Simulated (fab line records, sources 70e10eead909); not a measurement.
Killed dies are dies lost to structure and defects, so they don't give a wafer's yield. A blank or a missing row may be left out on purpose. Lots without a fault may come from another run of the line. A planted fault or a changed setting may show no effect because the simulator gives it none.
Which tool did it? | flow nand_harc | 6 lots, 18 wafers sampled, at 5 steps of a route of 1159

WHAT THE GAUGES READ, wafer by wafer
NHARC_END_SORT_01.
lot  | measured     | on        | killed_dies
L127 | day 19 20:47 | prober-02 | 26 30 30
L135 | day 21 05:54 | prober-02 | 33 33 37
L133 | day 21 12:04 | prober-02 | 31 46 31
L132 | day 21 21:27 | prober-02 | 14 15 14
L139 | day 22 12:08 | prober-02 | 32 34 31
L145 | day 24 08:17 | prober-02 | 119 114 92

WHICH TOOL RAN EACH LOT (tool, then ch and the chambers of the sampled wafers, then the start)
lot  | NHARC_A_CONTACT_ETCH_128             | NHARC_THIN_TSV_ETCHBACK_48         | NHARC_THIN_TSV_ANNEAL_52         | NHARC_THIN_TSV_CMP_21
L127 | har_cap_etch-03 ch 0, day 17 04:53   | rie_diel-08 ch 0,2, day 19 01:50   | rtp_anneal-01 ch 0, day 19 03:35 | cmp-02 ch 0,1,2, day 19 03:59
L135 | har_cap_etch-03 ch 0,1, day 18 14:40 | rie_diel-10 ch 1,2, day 20 13:50   | rtp_anneal-02 ch 0, day 20 15:46 | cmp-01 ch 0,3, day 20 16:02
L133 | har_cap_etch-02 ch 0,1, day 19 01:20 | rie_diel-06 ch 0,2,3, day 20 21:14 | rtp_anneal-02 ch 0, day 20 22:58 | cmp-02 ch 1,2,3, day 20 23:18
L132 | har_cap_etch-03 ch 0,1, day 19 07:07 | rie_diel-10 ch 1,2,3, day 21 03:47 | rtp_anneal-01 ch 0, day 21 05:39 | cmp-01 ch 0,1,2, day 21 05:59
L139 | har_cap_etch-01 ch 0,1, day 20 03:57 | rie_diel-10 ch 0,1,3, day 21 21:20 | rtp_anneal-02 ch 0, day 21 23:08 | cmp-03 ch 0,1,2, day 21 23:26
L145 | har_cap_etch-01 ch 0,1, day 21 07:47 | rie_diel-10 ch 1,2,3, day 23 11:58 | rtp_anneal-01 ch 0, day 23 13:55 | cmp-03 ch 0,2,3, day 23 14:12
- NHARC_A_CONTACT_ETCH_128: etches the open film in C4F8/O2/Ar, time 155 s, target depth 956 nm.
- NHARC_THIN_TSV_ETCHBACK_48: etches the open film in C4F8/Ar, target depth 1028.5 nm, time 405.17 s.
- NHARC_THIN_TSV_ANNEAL_52: time 90 s.
- NHARC_THIN_TSV_CMP_21: polishes, t overpolish 30 s, target thk 2000 nm.

THE ANSWER, worked out from the rows above alone
Rule: what is usual is taken from the lots themselves. Put in order of their means at a reading, lots are off if they are a third of the lots or fewer, leave a main group of 4 or more, and stand apart from it by a gap of 3 or more times the standard deviation of the main group's means; of several such gaps the widest counts. A main group whose means are all the same, to the digits that the tables above print for the reading, isn't used. A lot without any number at a reading at which 4 lots or more have one is off too. The other lots that the step has rows for count as sound.
Off: L145, at NHARC_END_SORT_01 (killed_dies). The main group: mean 29, standard deviation 7.8.
A tool fits if, at a process step before that reading, it ran every lot that is off, and no sound lot after the first of them. The gauges at NHARC_END_SORT_01 are tried like those tools. Can't be told from this: 5 tools fit, har_cap_etch-01 at NHARC_A_CONTACT_ETCH_128, rie_diel-10 at NHARC_THIN_TSV_ETCHBACK_48, rtp_anneal-01 at NHARC_THIN_TSV_ANNEAL_52, cmp-03 at NHARC_THIN_TSV_CMP_21, prober-02 at NHARC_END_SORT_01.

WHAT THE SIMULATOR HAD PUT IN
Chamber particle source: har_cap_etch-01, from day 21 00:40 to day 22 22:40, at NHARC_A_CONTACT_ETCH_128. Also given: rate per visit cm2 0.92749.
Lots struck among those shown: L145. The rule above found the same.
